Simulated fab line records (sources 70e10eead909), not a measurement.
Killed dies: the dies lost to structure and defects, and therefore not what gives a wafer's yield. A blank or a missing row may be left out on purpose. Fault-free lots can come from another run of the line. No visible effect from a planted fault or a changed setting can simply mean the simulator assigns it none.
The tool behind it: which one? | flow nand-harc | 24 lots with 72 wafers sampled at 6 steps, on a route of 1159 steps

== WHAT THE GAUGES READ, wafer by wafer ==
NHARC_A_SGD_CUT_CD_MEAS_09: the cd target is 100 nm.
lot  | measured     | on        | cd-nm (nm)
L074 | day 14 02:37 | cd-sem-02 | 99.6 99.8 99.8
L075 | day 14 02:27 | cd-sem-02 | 99.8 99.9 100.7
L077 | day 14 12:01 | cd-sem-01 | 100.1 99.3 99.6
L076 | day 14 11:41 | cd-sem-03 | 100.6 99.9 99.6
L079 | day 14 11:52 | cd-sem-03 | 100.0 99.7 100.0
L078 | day 14 16:50 | cd-sem-01 | 99.4 100.5 100.5
L081 | day 15 11:50 | cd-sem-03 | 100.1 101.1 99.7
L083 | day 15 22:44 | cd-sem-02 | 99.2 100.0 100.7
L080 | day 15 21:57 | cd-sem-01 | 99.7 99.7 99.1
L082 | day 16 08:44 | cd-sem-02 | 100.4 99.9 101.0
L084 | day 16 08:39 | cd-sem-03 | 99.9 100.0 100.0
L089 | day 17 02:43 | cd-sem-01 | 100.3 100.0 99.2
L085 | day 17 02:14 | cd-sem-02 | 100.3 99.7 100.4
L087 | day 17 04:10 | cd-sem-02 | 100.0 99.7 99.8
L086 | day 17 02:32 | cd-sem-03 | 99.8 100.6 99.9
L088 | day 17 16:25 | cd-sem-02 | 99.6 99.9 99.8
L091 | day 18 07:37 | cd-sem-02 | 99.3 100.1 99.7
L090 | day 18 07:23 | cd-sem-01 | 100.1 99.7 100.7
L093 | day 18 08:07 | cd-sem-03 | 100.3 100.4 100.3
L094 | day 18 16:07 | cd-sem-03 | 99.4 99.8 100.2
L092 | day 18 22:16 | cd-sem-01 | 100.3 100.6 100.4
L096 | day 18 21:54 | cd-sem-03 | 99.9 100.2 99.8
L095 | day 18 22:25 | cd-sem-02 | 100.2 100.3 99.8
L097 | day 19 19:42 | cd-sem-01 | 100.7 100.7 100.6

== TOOL THAT RAN EACH LOT (tool first, then ch and the chambers of the sampled wafers, then the start) ==
lot  | NHARC_A_STAIRCASE_STRIP_175          | NHARC_A_STAIRCASE_STRIP_205          | NHARC_A_STAIRCASE_ALD_415        | NHARC_A_STAIRCASE_DEP_325       | NHARC_A_STAIRCASE_STRIP_475
L074 | plasma-asher-02 ch 0,1, day 11 06:11 | plasma-asher-01 ch 0,1, day 11 09:46 | ald-hk-02 ch 0,1,3, day 12 04:10 | pecvd-01 ch 1,2, day 13 12:00   | rie-diel-05 ch 1,2,3, day 14 02:37 or earlier
L075 | plasma-asher-02 ch 0,1, day 11 08:19 | plasma-asher-02 ch 0,1, day 11 12:26 | ald-hk-01 ch 1,2,3, day 12 05:19 | pecvd-02 ch 0,1,2, day 13 12:00 | rie-diel-02 ch 1,2,3, day 14 02:27 or earlier
L077 | plasma-asher-02 ch 1, day 11 10:39   | plasma-asher-02 ch 0,1, day 11 14:53 | ald-hk-01 ch 0,1,3, day 12 11:37 | pecvd-02 ch 0,1, day 13 20:07   | rie-diel-02 ch 0,2,3, day 14 12:01 or earlier
L076 | plasma-asher-01 ch 0, day 11 14:03   | plasma-asher-01 ch 0,1, day 11 17:41 | ald-hk-03 ch 0,1,3, day 12 09:52 | pecvd-01 ch 0,1, day 13 19:36   | rie-diel-02 ch 1,2,3, day 14 11:41 or earlier
L079 | plasma-asher-01 ch 0,1, day 11 15:16 | plasma-asher-02 ch 0,1, day 11 18:52 | ald-hk-02 ch 0,1,2, day 12 11:45 | pecvd-04 ch 0,1,2, day 13 19:32 | rie-diel-05 ch 0,2,3, day 14 11:52 or earlier
L078 | plasma-asher-01 ch 0,1, day 11 19:22 | plasma-asher-01 ch 0,1, day 11 23:16 | ald-hk-03 ch 0,3, day 12 17:53   | pecvd-04 ch 1,2, day 14 03:10   | rie-diel-05 ch 2,3, day 14 16:50 or earlier
L081 | plasma-asher-02 ch 0,1, day 12 16:59 | plasma-asher-02 ch 0,1, day 12 20:54 | ald-hk-02 ch 1,2,3, day 13 15:35 | pecvd-04 ch 1,2, day 14 21:36   | rie-diel-02 ch 0,1,2, day 15 10:21
L083 | plasma-asher-01 ch 0,1, day 12 23:13 | plasma-asher-02 ch 0,1, day 13 03:02 | ald-hk-02 ch 0,2,3, day 14 00:34 | pecvd-04 ch 0,1,2, day 15 07:50 | rie-diel-02 ch 1,2,3, day 15 22:44 or earlier
L080 | plasma-asher-01 ch 0,1, day 13 00:44 | plasma-asher-01 ch 0,1, day 13 04:26 | ald-hk-03 ch 0,1,2, day 14 01:32 | pecvd-01 ch 0,2, day 15 07:41   | rie-diel-05 ch 1,2,3, day 15 21:57 or earlier
L082 | plasma-asher-01 ch 0,1, day 13 04:10 | plasma-asher-02 ch 0,1, day 13 08:07 | ald-hk-01 ch 0,1,2, day 14 05:41 | pecvd-04 ch 0,1, day 15 17:43   | rie-diel-02 ch 1,3, day 16 08:44 or earlier
L084 | plasma-asher-01 ch 0,1, day 13 08:11 | plasma-asher-01 ch 0,1, day 13 12:05 | ald-hk-02 ch 0,1,3, day 14 06:33 | pecvd-01 ch 1,2, day 15 17:51   | rie-diel-13 ch 0,2,3, day 16 08:39 or earlier
L089 | plasma-asher-02 ch 0,1, day 14 02:00 | plasma-asher-01 ch 0,1, day 14 05:55 | ald-hk-03 ch 1,2,3, day 15 03:44 | pecvd-02 ch 0,1, day 16 10:06   | rie-diel-13 ch 2,3, day 17 02:43 or earlier
L085 | plasma-asher-02 ch 0,1, day 14 02:36 | plasma-asher-02 ch 0,1, day 14 07:52 | ald-hk-02 ch 0,2,3, day 15 04:28 | pecvd-04 ch 0,1,2, day 16 10:07 | rie-diel-05 ch 0,1,3, day 17 02:14 or earlier
L087 | plasma-asher-01 ch 0,1, day 14 04:32 | plasma-asher-01 ch 0,1, day 14 10:37 | ald-hk-01 ch 0,1, day 15 09:02   | pecvd-01 ch 1,2, day 16 10:26   | rie-diel-02 ch 1,2, day 17 04:10 or earlier
L086 | plasma-asher-02 ch 0,1, day 14 05:07 | plasma-asher-01 ch 0,1, day 14 10:20 | ald-hk-03 ch 1,3, day 15 07:35   | pecvd-02 ch 0,1, day 16 10:40   | rie-diel-05 ch 0,1,3, day 17 02:32 or earlier
L088 | plasma-asher-02 ch 0,1, day 14 15:39 | plasma-asher-02 ch 0,1, day 14 19:22 | ald-hk-02 ch 1,2,3, day 15 15:47 | pecvd-02 ch 0,1,2, day 17 03:04 | rie-diel-02 ch 0,2,3, day 17 16:25 or earlier
L091 | plasma-asher-02 ch 0,1, day 15 04:15 | plasma-asher-02 ch 0,1, day 15 09:11 | ald-hk-01 ch 0,2,3, day 16 04:47 | pecvd-01 ch 0,1, day 17 16:01   | rie-diel-05 ch 0,1,3, day 18 07:37 or earlier
L090 | plasma-asher-02 ch 0,1, day 15 11:47 | plasma-asher-02 ch 0,1, day 15 18:16 | ald-hk-01 ch 1,2, day 16 12:50   | pecvd-04 ch 0,1,2, day 17 20:07 | rie-diel-05 ch 0,1,2, day 18 07:23 or earlier
L093 | plasma-asher-02 ch 0,1, day 15 14:15 | plasma-asher-02 ch 0,1, day 15 19:49 | ald-hk-03 ch 2,3, day 16 14:38   | pecvd-01 ch 1,2, day 17 20:07   | rie-diel-13 ch 0,2, day 18 08:07 or earlier
L094 | plasma-asher-02 ch 0,1, day 15 16:37 | plasma-asher-01 ch 0,1, day 15 20:52 | ald-hk-01 ch 1,2,3, day 16 17:09 | pecvd-02 ch 0,1, day 18 02:02   | rie-diel-02 ch 0,1,2, day 18 16:07 or earlier
L092 | plasma-asher-02 ch 0,1, day 15 18:47 | plasma-asher-01 ch 0,1, day 15 22:56 | ald-hk-03 ch 0,2,3, day 16 21:44 | pecvd-04 ch 0,1,2, day 18 06:20 | rie-diel-02 ch 0,1,3, day 18 22:16 or earlier
L096 | plasma-asher-01 ch 0,1, day 16 02:07 | plasma-asher-01 ch 0,1, day 16 06:24 | ald-hk-03 ch 0,3, day 17 01:34   | pecvd-02 ch 0,1,2, day 18 06:34 | rie-diel-13 ch 0,1,2, day 18 21:54 or earlier
L095 | plasma-asher-01 ch 0,1, day 16 02:55 | plasma-asher-01 ch 0,1, day 16 09:10 | ald-hk-03 ch 0,2,3, day 17 05:26 | pecvd-01 ch 0,1, day 18 06:17   | rie-diel-02 ch 1,2,3, day 18 22:25 or earlier
L097 | plasma-asher-02 ch 0,1, day 16 15:08 | plasma-asher-02 ch 0,1, day 16 19:29 | ald-hk-03 ch 0,1,3, day 17 17:17 | pecvd-01 ch 1,2, day 19 05:35   | rie-diel-05 ch 1,2, day 19 19:42 or earlier
- NHARC_A_STAIRCASE_STRIP_175: strips in O2.
- NHARC_A_STAIRCASE_STRIP_205: strips in O2.
- NHARC_A_STAIRCASE_ALD_415: deposits SiO2, target thk 30 nm, pulse time 6 s, ald cycles 300.
- NHARC_A_STAIRCASE_DEP_325: deposits SiO2, target thk 3800 nm.
- NHARC_A_STAIRCASE_STRIP_475: strips in O2, time 20 s.

== AS READ BY THE TOOLS THEMSELVES (means over the sampled wafers that have a number; for cases with no such wafer, the mark the record gives instead) ==
NHARC_A_STAIRCASE_STRIP_175.
lot  | tool            | drypump-motor-current-A (A) | heater-power-w (W)
L074 | plasma-asher-02 | 5.86                        | 313
L075 | plasma-asher-02 | 5.91                        | 303
L077 | plasma-asher-02 | 5.86                        | 325
L076 | plasma-asher-01 | 5.48                        | 384
L079 | plasma-asher-01 | 5.29                        | 376
L078 | plasma-asher-01 | 5.29                        | 370
L081 | plasma-asher-02 | 5.86                        | 317
L083 | plasma-asher-01 | 5.30                        | 375
L080 | plasma-asher-01 | 5.38                        | 375
L082 | plasma-asher-01 | 5.30                        | 370
L084 | plasma-asher-01 | 5.40                        | 367
L089 | plasma-asher-02 | 5.88                        | 317
L085 | plasma-asher-02 | 5.89                        | 315
L087 | plasma-asher-01 | 5.39                        | 369
L086 | plasma-asher-02 | 5.90                        | 309
L088 | plasma-asher-02 | 5.89                        | 316
L091 | plasma-asher-02 | 5.90                        | 304
L090 | plasma-asher-02 | 5.88                        | 318
L093 | plasma-asher-02 | 5.89                        | 309
L094 | plasma-asher-02 | 5.89                        | 313
L092 | plasma-asher-02 | 5.89                        | 309
L096 | plasma-asher-01 | 5.30                        | 374
L095 | plasma-asher-01 | 5.39                        | 372
L097 | plasma-asher-02 | 5.90                        | 307

NHARC_A_STAIRCASE_STRIP_205.
lot  | tool            | drypump-motor-current-A (A) | heater-power-w (W)
L074 | plasma-asher-01 | 5.29                        | 364
L075 | plasma-asher-02 | 5.92                        | 312
L077 | plasma-asher-02 | 5.88                        | 308
L076 | plasma-asher-01 | 5.38                        | 375
L079 | plasma-asher-02 | 5.89                        | 311
L078 | plasma-asher-01 | 5.40                        | 383
L081 | plasma-asher-02 | 5.88                        | 306
L083 | plasma-asher-02 | 5.88                        | 306
L080 | plasma-asher-01 | 5.38                        | 372
L082 | plasma-asher-02 | 5.86                        | 312
L084 | plasma-asher-01 | 5.31                        | 370
L089 | plasma-asher-01 | 5.30                        | 378
L085 | plasma-asher-02 | 5.89                        | 314
L087 | plasma-asher-01 | 5.40                        | 371
L086 | plasma-asher-01 | 5.37                        | 375
L088 | plasma-asher-02 | 5.90                        | 304
L091 | plasma-asher-02 | 5.90                        | 315
L090 | plasma-asher-02 | 5.87                        | 304
L093 | plasma-asher-02 | 5.90                        | 309
L094 | plasma-asher-01 | 5.29                        | 375
L092 | plasma-asher-01 | 5.38                        | 377
L096 | plasma-asher-01 | 5.30                        | 370
L095 | plasma-asher-01 | 5.28                        | 373
L097 | plasma-asher-02 | 5.87                        | 305

NHARC_A_STAIRCASE_ALD_415.
lot  | tool      | heater-power-w (W) | precursor-pulse-height-rel
L074 | ald-hk-02 | 475                | 1.004
L075 | ald-hk-01 | 490                | 0.983
L077 | ald-hk-01 | 465                | 1.007
L076 | ald-hk-03 | 489                | 0.996
L079 | ald-hk-02 | 485                | 0.995
L078 | ald-hk-03 | 506                | 0.989
L081 | ald-hk-02 | 497                | 1.005
L083 | ald-hk-02 | 474                | 0.992
L080 | ald-hk-03 | 468                | 1.018
L082 | ald-hk-01 | 467                | 0.989
L084 | ald-hk-02 | 480                | 1.010
L089 | ald-hk-03 | 481                | 1.000
L085 | ald-hk-02 | 477                | 0.973
L087 | ald-hk-01 | 438                | 0.991
L086 | ald-hk-03 | 453                | 0.980
L088 | ald-hk-02 | 494                | 1.003
L091 | ald-hk-01 | 482                | 0.989
L090 | ald-hk-01 | 476                | 0.998
L093 | ald-hk-03 | 504                | 1.010
L094 | ald-hk-01 | 488                | 1.016
L092 | ald-hk-03 | 515                | 0.998
L096 | ald-hk-03 | 515                | 0.999
L095 | ald-hk-03 | 510                | 0.984
L097 | ald-hk-03 | 484                | 0.997

NHARC_A_STAIRCASE_DEP_325.
lot  | tool     | heater-power-w (W)
L074 | pecvd-01 | 666
L075 | pecvd-02 | 797
L077 | pecvd-02 | 757
L076 | pecvd-01 | 676
L079 | pecvd-04 | 636
L078 | pecvd-04 | 721
L081 | pecvd-04 | 729
L083 | pecvd-04 | 620
L080 | pecvd-01 | 665
L082 | pecvd-04 | 633
L084 | pecvd-01 | 693
L089 | pecvd-02 | 742
L085 | pecvd-04 | 623
L087 | pecvd-01 | 675
L086 | pecvd-02 | 817
L088 | pecvd-02 | 769
L091 | pecvd-01 | 674
L090 | pecvd-04 | 591
L093 | pecvd-01 | 674
L094 | pecvd-02 | 809
L092 | pecvd-04 | 583
L096 | pecvd-02 | 708
L095 | pecvd-01 | 767
L097 | pecvd-01 | 770

NHARC_A_STAIRCASE_STRIP_475.
lot  | tool        | drypump-motor-current-A (A) | oes-product-au (a.u.) | rf-vpp-V (V) | showerhead-plenum-p-Torr (Torr) | throttle-valve-pct (%)
L074 | rie-diel-05 | 5.6                         | 0.988                 | 58.1         | 3.53                            | 17.039
L075 | rie-diel-02 | 5.8                         | 1.000                 | 57.3         | 3.53                            | 17.033
L077 | rie-diel-02 | 5.6                         | 0.998                 | 58.2         | 3.54                            | 17.037
L076 | rie-diel-02 | 5.8                         | 1.000                 | 56.9         | 3.52                            | 17.028
L079 | rie-diel-05 | 5.8                         | 0.987                 | 57.9         | 3.58                            | 17.034
L078 | rie-diel-05 | 5.6                         | 0.990                 | 57.8         | 3.60                            | 17.030
L081 | rie-diel-02 | 5.6                         | 1.003                 | 58.2         | 3.64                            | 17.035
L083 | rie-diel-02 | 5.8                         | 1.001                 | 57.7         | 3.70                            | 17.037
L080 | rie-diel-05 | 5.5                         | 1.003                 | 57.3         | 3.52                            | 17.029
L082 | rie-diel-02 | 6.2                         | 1.000                 | 57.9         | 3.71                            | 17.031
L084 | rie-diel-13 | 5.7                         | 1.003                 | 57.6         | 3.47                            | 17.041
L089 | rie-diel-13 | 5.8                         | 1.002                 | 57.9         | 3.39                            | 17.038
L085 | rie-diel-05 | 5.8                         | 1.013                 | 57.5         | 3.49                            | 17.037
L087 | rie-diel-02 | 5.7                         | 0.995                 | 57.4         | 3.61                            | 17.033
L086 | rie-diel-05 | 5.8                         | 1.010                 | 58.5         | 3.49                            | 17.031
L088 | rie-diel-02 | 5.6                         | 1.006                 | 57.8         | 3.72                            | 17.029
L091 | rie-diel-05 | 5.7                         | 1.006                 | 57.6         | 3.48                            | 17.034
L090 | rie-diel-05 | 5.9                         | 1.003                 | 57.5         | 3.48                            | 17.040
L093 | rie-diel-13 | 5.5                         | 1.003                 | 58.0         | 3.54                            | 17.031
L094 | rie-diel-02 | 5.6                         | 0.999                 | 58.7         | 3.62                            | 17.030
L092 | rie-diel-02 | 6.0                         | 1.001                 | 57.7         | 3.64                            | 17.039
L096 | rie-diel-13 | 5.6                         | 0.991                 | 57.9         | 3.46                            | 17.034
L095 | rie-diel-02 | 5.8                         | 1.007                 | 58.9         | 3.69                            | 17.039
L097 | rie-diel-05 | 5.7                         | 1.002                 | 57.2         | 3.50                            | 17.030

== THE ANSWER, worked out from the rows above alone ==
Rule: usual is defined by the lots themselves. The widest of any qualifying gaps counts: lots, ordered by their means at a reading, are off when they make up no more than a third of the lots, leave a main group of 4 or more, and stand apart from it by 3 or more times the standard deviation of that group's means. The tables above print the reading to a certain number of digits; a main group whose means all agree to those digits is not used. Also off: a lot with no number at a reading for which 4 or more lots have one. All remaining lots with rows at the step are treated as sound. After the gauges, taken in route order, come the tools' own readings; for these a lot's mean is taken, as printed above. At the first step where some lot is off, the reading lying furthest off is the one used; lots without a number count as furthest.
None of the lots is off at any reading shown; this tells nothing.

== WHAT THE SIMULATOR PUT IN ==
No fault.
